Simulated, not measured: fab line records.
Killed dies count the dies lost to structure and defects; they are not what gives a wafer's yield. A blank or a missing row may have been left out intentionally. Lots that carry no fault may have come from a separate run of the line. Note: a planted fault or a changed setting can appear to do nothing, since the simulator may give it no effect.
A lot that was struck, set against a sound lot ; flow nand harc ; 15 out of 1159 route steps
Sound: the wafers L621.2, L621.3, L621.4. Struck: wafer L638.3 (L638.1, L638.2, from the same lot, were not struck and are left out); the cause is given at the end.
For every step that has rows: the tool of each side, followed by ch and its chambers, followed by its first start. Under that, the readings that differ: sound wafers ; struck wafers ; difference of the means ; sigmas: that difference in standard deviations of wafers without a fault.
alike: same words and numbers on both sides, and readings whose means sit less than 2 such deviations apart. not compared: any withheld reading, any reading some wafer has no value for, any bound like >300 that may hide the same value, and any number with overlapping values for which the record gives no deviation.
A row with sigmas, a row that says differs or no value, or rows on one side alone: a step with any of these is where the two part. Numbers that don't overlap but have no deviation are shown without sigmas and don't part them. Lack of a reading on every wafer of one side parts them only where that side has two or more wafers.

NHARC_THIN_TSV_DEP_43: deposits SiO2, target thk 1328.5 nm.
  sound on pecvd-03 ch 0,2, day 24 04:05; struck on pecvd-03 ch 2, day 26 08:31
  alike: showerhead vpp V, throttle valve pct
then, 8 steps without rows for these wafers: NHARC_THIN_TSV_DEHYDRATE_04 (time 120 s); NHARC_THIN_TSV_HMDS_05 (time 30 s); NHARC_THIN_TSV_COAT_06; NHARC_THIN_TSV_SOFTBAKE_07 (time 95 s); NHARC_THIN_TSV_EBR_08; NHARC_THIN_TSV_EXPOSE_09 (exposes mask TSV); NHARC_THIN_TSV_PEB_10 (peb time 85 s); NHARC_THIN_TSV_DEVELOP_11 (time 70 s).
NHARC_THIN_TSV_CD_MEAS_12 targets a cd of 1000 nm.
  sound on cd sem-03 ch 0, day 24 04:55; struck on cd sem-03 ch 0, day 26 09:21
  alike: cd nm
then, 1 step without rows for these wafers: NHARC_THIN_TSV_HARDBAKE_13 (time 80 s).
NHARC_THIN_TSV_DESCUM_14: chemistry O2, time 3 s.
  sound on rie diel-03 ch 0,1,3, day 24 05:05; struck on rie diel-12 ch 1, day 26 09:32
reading;sound;struck;difference;sigmas
drypump motor current A (A);5.0 4.7 6.1;6.4;+1.1;+2
rf hours counter h (h);10 10 10;6;-4;
throttle valve pct (%);11.301 11.324 11.324;11.296;-0.020;-2
  alike: oes product au, rf vpp V, showerhead plenum p Torr
NHARC_THIN_TSV_ETCH_44: etches the open film in CF4/O2, target depth 1594.2 nm, time 797.1 s.
  sound on rie diel-03 ch 1,2,3, day 24 05:11; struck on rie diel-12 ch 0, day 26 09:40
reading;sound;struck;difference;sigmas
oes product au (a.u.);0.992 1.003 1.012;1.362;+0.360;+44
rf hours counter h (h);11 11 11;7;-4;
throttle valve pct (%);16.914 16.916 16.901;16.933;+0.023;+3
  alike: drypump motor current A, rf vpp V, showerhead plenum p Torr
NHARC_THIN_TSV_ETCH_15: target depth 3000 nm, bosch target overetch cycles 2, bosch etch step 2.8 s.
  sound on rie si-04 ch 0,2,3, day 24 05:44; struck on rie si-04 ch 1, day 26 10:11
reading;sound;struck;difference;sigmas
drypump motor current A (A);5.4 5.4 5.8;6.5;+1.0;+2
rf hours counter h (h);0.8 0.7 0.8;1.2;+0.4;
next, for these wafers, 1 step has no rows: NHARC_END_SORT_01.

WHERE THEY PART
First at NHARC_THIN_TSV_DESCUM_14; last, within this record, at NHARC_THIN_TSV_ETCH_15.

WHY: what the simulator had put in
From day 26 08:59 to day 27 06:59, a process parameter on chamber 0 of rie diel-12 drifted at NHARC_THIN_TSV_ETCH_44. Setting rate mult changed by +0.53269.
